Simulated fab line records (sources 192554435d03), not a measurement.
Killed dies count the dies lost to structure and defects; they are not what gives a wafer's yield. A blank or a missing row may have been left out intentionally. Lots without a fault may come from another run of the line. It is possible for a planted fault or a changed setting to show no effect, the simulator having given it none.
Matching of chambers	flow n5-finfet	N5_BEOL_M4_DEP_57 on pecvd-03 has 3 sister chambers
The step deposits SiCN from 3MS/NH3, target thk 8 nm, time 14 s. 3 wafers are shown with their chamber, then 8 later ones without.

== WAFERS, EACH WITH ITS CHAMBER ==
wafer	chamber	throttle-valve-pct (%)
L086.1	2	9.1
L086.5	0	9.5
L093.2	1	9.6

== WAFERS WITH NO CHAMBER GIVEN ==
wafer	throttle-valve-pct (%)
L093.3	10.0
L093.5	9.9
L095.1	9.3
L095.4	9.1
L095.5	9.7
L096.1	9.4
L096.2	9.2
L096.5	10.0

== WHICH CHAMBER EACH ONE RAN IN ==
wafer	from the rows above	in truth
L093.3	can't be placed: 1 or 0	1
L093.5	can't be placed: 1 or 0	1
L095.1	can't be placed: 0 or 2 or 1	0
L095.4	can't be placed: 2 or 0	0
L095.5	can't be placed: 1 or 0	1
L096.1	can't be placed: 0 or 1 or 2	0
L096.2	can't be placed: 2 or 0 or 1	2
L096.5	can't be placed: 1 or 0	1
Correct placement for 0 of the 8. Cannot be placed on the basis of these rows: 8; the candidates contain the true chamber in 8. Wrongly placed: 0.
How it was worked out, from the rows above alone: a wafer's distance from a chamber is the root of the sum, over the readings, of the square of ((its reading less the chamber's mean) divided by the reading's scatter). If the next closest chamber is less than 2 further off than the closest, the wafer can't be placed; otherwise it belongs to the closest. The mean given for a chamber averages the wafers shown for that chamber. The scatter (one wafer shown for each chamber): square how far every hidden wafer sits from the nearest shown wafer, average those squares and take the square root.
